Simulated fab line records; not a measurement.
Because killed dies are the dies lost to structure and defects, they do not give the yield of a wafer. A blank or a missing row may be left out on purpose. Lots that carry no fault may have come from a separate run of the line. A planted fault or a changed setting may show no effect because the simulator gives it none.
A struck lot beside a sound one -- flow n5 finfet -- 16 out of 1938 route steps
Sound: wafers L814.1, L814.3, L814.4. Struck: wafer L822.1 (left out: L822.2, L822.5 of the same lot, which were not struck); the cause appears at the end.
Per side, at each step with rows, come the tool, then ch with its chambers, and then its first start. Under that, the readings that differ: sound wafers -- struck wafers -- difference of the means -- sigmas: that difference in standard deviations of wafers without a fault.
alike: a reading whose means differ by less than 2 such deviations, as well as words and numbers matching on both sides. not compared: withheld readings; readings where some wafer has no value; bounds like >300 that might hide an equal value; numbers whose values overlap and for which the record gives no deviation.
Wherever a step has rows on one side only, a row that says differs or no value, or a row with sigmas, the two part there. Numbers that have no deviation but don't overlap get no sigmas and don't part them. Lack of a reading on every wafer of one side parts them only where that side has two or more wafers.

first, 7 steps without rows for these wafers: N5_FIN_CUT_COAT_29 (time 60 s, resist thk 10 nm); N5_FIN_CUT_COAT_02 (resist thk 30 nm); N5_FIN_CUT_EBR_04; N5_FIN_CUT_SOFTBAKE_03 (time 60 s); N5_FIN_CUT_EXPOSE_05 (exposes mask FIN CUT); N5_FIN_CUT_PEB_06 (peb time 60 s); N5_FIN_CUT_DEVELOP_07 (develop time 30 s).
N5_FIN_CUT_CD_MEAS_08 targets a cd of 29.1 nm.
  sound on cd sem-02 ch 0, day 2 14:53; struck on cd sem-02 ch 0, day 4 13:52
  alike: cd nm
N5_FIN_CUT_OVL_MEAS_09:
  sound on overlay-01 ch 0, day 2 14:55; struck on overlay-02 ch 0, day 4 13:55
  alike: FIN_CUT_OVL
N5_FIN_CUT_INSPECT_10: inspects for defects (brightfield).
  sound on defect inspect-02 at day 2 14:59; struck on defect inspect-02 at day 4 13:58
  alike: raw defect count
N5_FIN_CUT_DESCUM_13: chemistry O2, time 7 s.
  sound on rie diel-03 ch 0,1,2, day 2 15:02; struck on rie diel-03 ch 3, day 4 14:00
reading,sound,struck,difference,sigmas
rf hours counter h (h),195 239 206,179,-34,
  alike: chamber pressure mTorr, drypump motor current A, oes product au, rf fwd power W, rf vpp V, showerhead plenum p Torr, throttle valve pct
N5_FIN_CUT_ETCH_30: etches underlayer in N2/H2, target depth 13 nm, time 10.4 s.
  sound on rie diel-03 ch 0,1,2, day 2 15:04; struck on rie diel-03 ch 3, day 4 14:02
reading,sound,struck,difference,sigmas
chamber pressure mTorr (mTorr),30.003 29.983 29.949,30.045,+0.067,+2
rf hours counter h (h),195 239 206,179,-34,
  alike: drypump motor current A, etch rf on time s, oes product au, rf fwd power W, rf vpp V, showerhead plenum p Torr, throttle valve pct
N5_FIN_CUT_ETCH_20: etches SiARC in CF4, target depth 26 nm, time 43.3 s.
  sound on rie diel-03 ch 0,1,2, day 2 15:05; struck on rie diel-03 ch 3, day 4 14:03
reading,sound,struck,difference,sigmas
etch rf on time s (s),43.5 45.1 44.4,54.5,+10.2,+9
rf hours counter h (h),195 239 206,179,-34,
  alike: chamber pressure mTorr, drypump motor current A, oes product au, rf fwd power W, rf vpp V, showerhead plenum p Torr, throttle valve pct
N5_FIN_CUT_ETCH_21: etches SOC in N2/H2, target depth 219 nm, overetch 43.8 nm, time 523.5 s.
  sound on rie diel-03 ch 0,1,2, day 2 15:07; struck on rie diel-03 ch 3, day 4 14:05
reading,sound,struck,difference,sigmas
rf hours counter h (h),195 239 206,179,-34,
  alike: chamber pressure mTorr, drypump motor current A, oes product au, rf fwd power W, rf vpp V, showerhead plenum p Torr, throttle valve pct
-- the record jumps here: 5 days lie between the struck wafers' starts before and after (it left off in module FIN_CUT and takes up again in module BEOL_M4, whose first step shown is number 1111 of the route) --
N5_BEOL_M4_RC_MEAS_101:
  sound on prober-01 ch 0, day 8 02:11; struck on prober-01 ch 0, day 10 01:08
reading,sound,struck,difference,sigmas
VT_N (mV),255.4 254.6 250.0,246.9,-6.4,-2
  alike: DIBL_N, DIBL_P, IOFF_N, IOFF_P, ION_N, ION_P, SS_N, SS_P, VT_P
-- record jumps: 5 days separate the struck wafers' starts on either side; left off in module BEOL_M4, taken up again in module PASSIVATION, whose first shown step is the route's number 1936 --
N5_PASSIVATION_PROBE_49:
  sound on prober-02 at day 12 18:04; struck on prober-02 at day 15 01:43
reading,sound,struck,difference,sigmas
killed short,31 35 16,44,+17,+2
sort_bin_5_function (%),4.4 4.4 3.1,6.6,+2.6,+2
  alike: defect limited yield, killed_at_M0_to_M3, killed_at_M4_up, killed at contacts, killed at front end, killed at other, killed dies, killed on rim, killed open, sort_bin_6_memory, sort n pass, sort yield pct

== WHERE THEY PART ==
First at N5_FIN_CUT_ETCH_30; last, within this record, at N5_PASSIVATION_PROBE_49.

WHY: what the simulator had put in
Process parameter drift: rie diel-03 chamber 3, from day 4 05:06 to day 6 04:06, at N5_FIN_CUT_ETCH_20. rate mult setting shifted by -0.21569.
